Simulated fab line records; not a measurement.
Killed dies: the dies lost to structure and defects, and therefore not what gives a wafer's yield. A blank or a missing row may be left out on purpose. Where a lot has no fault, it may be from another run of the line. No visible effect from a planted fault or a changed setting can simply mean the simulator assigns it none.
Which of the tools did it? | flow n5 finfet | Sampling: 10 lots, 30 wafers, 3 of 1938 route steps

== WHAT THE GAUGES READ, wafer by wafer ==
N5_FIN_SAQP_CD_MEAS_16 targets a cd of 35.6 nm.
lot  | measured    | on        | cd nm (nm)
L397 | day 1 22:25 | cd sem-02 | 35.6 35.7 35.8
L400 | day 2 15:29 | cd sem-02 | 35.4 36.3 35.5
L405 | day 3 21:48 | cd sem-01 | 36.5 37.1 36.5
L406 | day 4 02:58 | cd sem-01 | 35.4 35.4 35.7
L410 | day 5 05:28 | cd sem-03 | 37.7 36.6 37.2
L414 | day 6 04:50 | cd sem-02 | 36.4 35.4 35.4
L415 | day 6 11:32 | cd sem-03 | 35.2 35.9 35.2
L416 | day 6 15:48 | cd sem-02 | 35.5 35.7 35.5
L418 | day 7 03:09 | cd sem-01 | 35.8 35.5 35.0
L419 | day 7 09:25 | cd sem-03 | 35.6 35.8 35.3

== WHICH TOOL RAN EACH LOT (tool, then ch and the chambers of the sampled wafers, then the start) ==
lot  | N5_PMOS_HMC_CHANNEL_EPI_FIN_RECESS_16 | N5_FIN_SAQP_PEB_14
L397 | rie si-04 ch 0,2,3, day 1 18:25       | litho track-01 ch 0, day 1 22:20
L400 | rie si-06 ch 1,2, day 2 11:53         | litho track-03 ch 0, day 2 15:25
L405 | rie si-04 ch 0,2,3, day 3 18:07       | litho track-04 ch 0, day 3 21:44
L406 | rie si-01 ch 0,2,3, day 3 23:25       | litho track-03 ch 0, day 4 02:54
L410 | rie si-01 ch 0,3, day 4 23:45         | litho track-04 ch 0, day 5 05:23
L414 | rie si-04 ch 0,1, day 6 00:17         | litho track-03 ch 0, day 6 04:46
L415 | rie si-04 ch 0,2,3, day 6 06:59       | litho track-01 ch 0, day 6 11:28
L416 | rie si-01 ch 0,1, day 6 12:02         | litho track-01 ch 0, day 6 15:44
L418 | rie si-04 ch 0,1,2, day 6 23:26       | litho track-01 ch 0, day 7 03:05
L419 | rie si-01 ch 0,1,2, day 7 05:34       | litho track-01 ch 0, day 7 09:21
- N5_PMOS_HMC_CHANNEL_EPI_FIN_RECESS_16: chemistry HBr/Cl2, target Si, target depth 54 nm, time 18 s.
- N5_FIN_SAQP_PEB_14: peb time 60 s.

== THE ANSWER, worked out from the rows above alone ==
Rule: the lots themselves supply what counts as usual. Put in order of their means at a reading, lots are off if they are a third of the lots or fewer, leave a main group of 4 or more, and stand apart from it by a gap of 3 or more times the standard deviation of the main group's means; of several such gaps the widest counts. If all means in a main group match to the digits the tables above print for the reading, that group is not used. Also off: a lot with no number at a reading for which 4 or more lots have one. Where the step has rows for the other lots, those lots are counted as sound.
Off: L405, L410 (N5_FIN_SAQP_CD_MEAS_16, cd nm). The main group has a mean of 35.6 nm with a standard deviation of 0.12.
A tool fits if, at a process step before that reading, it ran every lot that is off, and no sound lot after the first of them. Those tools and the gauges at N5_FIN_SAQP_CD_MEAS_16 are tried in the same way. One candidate fits, namely litho track-04 at N5_FIN_SAQP_PEB_14. It ran no sound lot before its first lot that is off in this sample, so the start can't be narrowed down.

== WHAT THE SIMULATOR PUT IN ==
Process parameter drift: litho track-04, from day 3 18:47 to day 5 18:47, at N5_FIN_SAQP_PEB_14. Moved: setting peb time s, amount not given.
Lots struck among those shown: L405, L410. The rule above found the same.
